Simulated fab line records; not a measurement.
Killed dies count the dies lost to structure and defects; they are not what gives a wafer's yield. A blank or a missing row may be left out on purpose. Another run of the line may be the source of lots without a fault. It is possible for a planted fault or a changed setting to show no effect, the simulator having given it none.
Matching of chambers + flow n5 finfet + 4 sister chambers for N5_MOL_CONTACT_COAG_ETCH_90 on rie diel-06
The step etches SiARC in CF4, target depth 13 nm, time 21.7 s. 16 wafers are shown with their chamber, then 8 later ones without.

== WAFERS, EACH WITH ITS CHAMBER ==
| wafer  | chamber | showerhead plenum p Torr (Torr) | drypump motor current A (A) | throttle valve pct (%) |
|--------|---------|---------------------------------|-----------------------------|------------------------|
| L078.1 | 1       | 2.10                            | 5.61                        | 15.39                  |
| L078.2 | 3       | 2.20                            | 5.26                        | 15.54                  |
| L078.3 | 2       | 2.28                            | 5.73                        | 15.19                  |
| L082.4 | 0       | 2.27                            | 5.60                        | 15.60                  |
| L082.5 | 3       | 2.20                            | 5.27                        | 15.56                  |
| L082.6 | 0       | 2.27                            | 5.59                        | 15.57                  |
| L087.1 | 2       | 2.27                            | 5.75                        | 15.24                  |
| L087.2 | 1       | 2.10                            | 5.58                        | 15.42                  |
| L087.6 | 1       | 2.10                            | 5.62                        | 15.40                  |
| L089.2 | 2       | 2.27                            | 5.72                        | 15.25                  |
| L089.4 | 1       | 2.10                            | 5.59                        | 15.43                  |
| L089.5 | 2       | 2.27                            | 5.74                        | 15.26                  |
| L092.4 | 2       | 2.27                            | 5.74                        | 15.25                  |
| L092.5 | 0       | 2.26                            | 5.60                        | 15.63                  |
| L092.6 | 1       | 2.09                            | 5.60                        | 15.44                  |
| L093.1 | 2       | 2.27                            | 5.76                        | 15.26                  |

SIGNATURES (means of the wafers above)
| reading                  | chamber 0 | chamber 1 | chamber 2 | chamber 3 | scatter within a chamber |
|--------------------------|-----------|-----------|-----------|-----------|--------------------------|
| showerhead plenum p Torr | 2.2667    | 2.0980    | 2.2717    | 2.2000    | 0.00438                  |
| drypump motor current A  | 5.5967    | 5.6000    | 5.7400    | 5.2650    | 0.0133                   |
| throttle valve pct       | 15.6000   | 15.4160   | 15.2417   | 15.5500   | 0.0245                   |
Rule: distance of a wafer from a chamber = root of the sum over the readings of ((wafer's reading minus chamber's mean) / reading's scatter) squared. The wafer belongs to the nearest chamber; if the next one is less than 2 further off, it can't be placed. The scatter is the square root of a quotient: the sum, over the shown wafers, of each reading's squared deviation from its chamber's mean, divided by wafers minus chambers.

== WAFERS WHOSE CHAMBER IS MISSING ==
| wafer  | showerhead plenum p Torr (Torr) | drypump motor current A (A) | throttle valve pct (%) |
|--------|---------------------------------|-----------------------------|------------------------|
| L093.2 | 2.20                            | 5.26                        | 15.09                  |
| L093.4 | 2.09                            | 5.61                        | 15.45                  |
| L094.1 | 2.20                            | 5.27                        | 15.07                  |
| L094.2 | 2.27                            | 5.76                        | 15.26                  |
| L094.3 | 2.09                            | 5.59                        | 15.43                  |
| L097.1 | 2.09                            | 5.60                        | 15.45                  |
| L097.5 | 2.09                            | 5.61                        | 15.44                  |
| L097.6 | 2.26                            | 5.61                        | 15.66                  |

== WHICH CHAMBER EACH WENT THROUGH ==
| wafer  | from the rows above | in truth |
|--------|---------------------|----------|
| L093.2 | 3                   | 3        |
| L093.4 | 1                   | 1        |
| L094.1 | 3                   | 3        |
| L094.2 | 2                   | 2        |
| L094.3 | 1                   | 1        |
| L097.1 | 1                   | 1        |
| L097.5 | 1                   | 1        |
| L097.6 | 0                   | 0        |
Correct placement for 8 of the 8. Number that these rows cannot place: 0. Wrongly placed: 0.
